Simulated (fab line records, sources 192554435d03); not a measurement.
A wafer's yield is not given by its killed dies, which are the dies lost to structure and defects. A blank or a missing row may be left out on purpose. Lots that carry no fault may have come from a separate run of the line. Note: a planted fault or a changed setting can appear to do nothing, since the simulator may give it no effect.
Problem report, 8D (eight disciplines) form, completed by code	flow n5_finfet	the parts of the form that need people (team, actions taken, sign-off) are left out

1. PROBLEM STATEMENT
At N5_FIN_SAQP_COAT_49, spin_speed_rpm averages 1610.2 rpm over 6 wafers from 2 lots, while fault-free wafers read 1499.8 rpm, standard deviation 0.89. So: +99 or more standard deviations from the usual mean.
The step: time 60 s, resist thk 100 nm.
Seen first at day 3 15:02 on litho_track-01, wafer L361.1. The record has a number at this step for 18 wafers belonging to 6 lots. The rule behind "out" and "out of limits": a value lying over 4 standard deviations away from the usual mean. All remaining wafers that have a number are taken as sound.

2. WHAT IT IS, WHAT IT ISN'T
question	is	is not
which readings at this step	spin_speed_rpm	-
which lots	L361, L364	L354, L370, L373, L376
which wafers of those lots	all that have a number	-
read on which tools	litho_track-01	litho_track-04
when	from day 3 15:02	up to then (3 sound wafers); but 9 sound wafers of L370, L373, L376 came after

3. THE SUSPECTS, EACH WITH WHAT RULES IT OUT
Counting: a tool stays on the suspect list if, at a process step up to the reading, it processed all lots that are out and no sound lot following the first of them.
- pecvd-02 at N5_FIN_SAQP_HM_DEP_03 (deposits SiNx from SiH4/NH3/N2, target thk 38 nm, time 33.6 s): kept. It ran every lot that is out, first L361 (day 3 14:37), and no sound lot after that.
- litho_track-01 at N5_FIN_SAQP_COAT_49 (time 60 s, resist thk 100 nm): kept. It processed each lot that is out, first L361 at day 3 15:02, and no sound lot thereafter; up to then, the last sound lot it processed was L354 at day 1 22:05. On those wafers its own readings are out: spin_speed_rpm.
Remaining after the count are pecvd-02 at N5_FIN_SAQP_HM_DEP_03 and litho_track-01 at N5_FIN_SAQP_COAT_49.

4. THE CAUSE (what the simulator had put in)
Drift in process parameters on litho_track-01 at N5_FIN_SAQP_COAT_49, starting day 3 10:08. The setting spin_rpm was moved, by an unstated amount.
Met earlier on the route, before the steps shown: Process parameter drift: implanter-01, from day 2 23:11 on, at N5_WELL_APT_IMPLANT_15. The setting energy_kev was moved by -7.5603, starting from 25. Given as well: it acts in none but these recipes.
Of the 2 suspects that counting leaves, this tool is one.

5. SEQUENCE OF EFFECTS, ordered by route
Each row: a reading whose mean over the struck wafers that have a number lies more than 3 standard deviations from the usual. Readings are gone through only where the record gives a usual standard deviation; hours: the median, over the lots, of the time from a lot's start at the first step in this table giving one to that lot's start at this step; sigmas: the change measured in usual standard deviations.
hours	step	reading	usual	on struck wafers	change	sigmas
0	N5_FIN_SAQP_COAT_49	spin_speed_rpm	1499.8 rpm	1610.2	+110.4	+99 or more
It contains these process steps:
- N5_FIN_SAQP_COAT_49: time 60 s, resist thk 100 nm.
At these later measuring or inspecting steps, every struck wafer for which the step has a row has a number for every such reading, and none has moved that far: N5_FIN_SAQP_CD_MEAS_16, N5_FIN_SAQP_OVL_MEAS_17, N5_FIN_SAQP_INSPECT_18.

6. HOW IT WOULD HAVE BEEN CAUGHT EARLIER
The fault began at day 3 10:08; the first out-of-limits reading in this record came at day 3 15:02, 5 hours later.
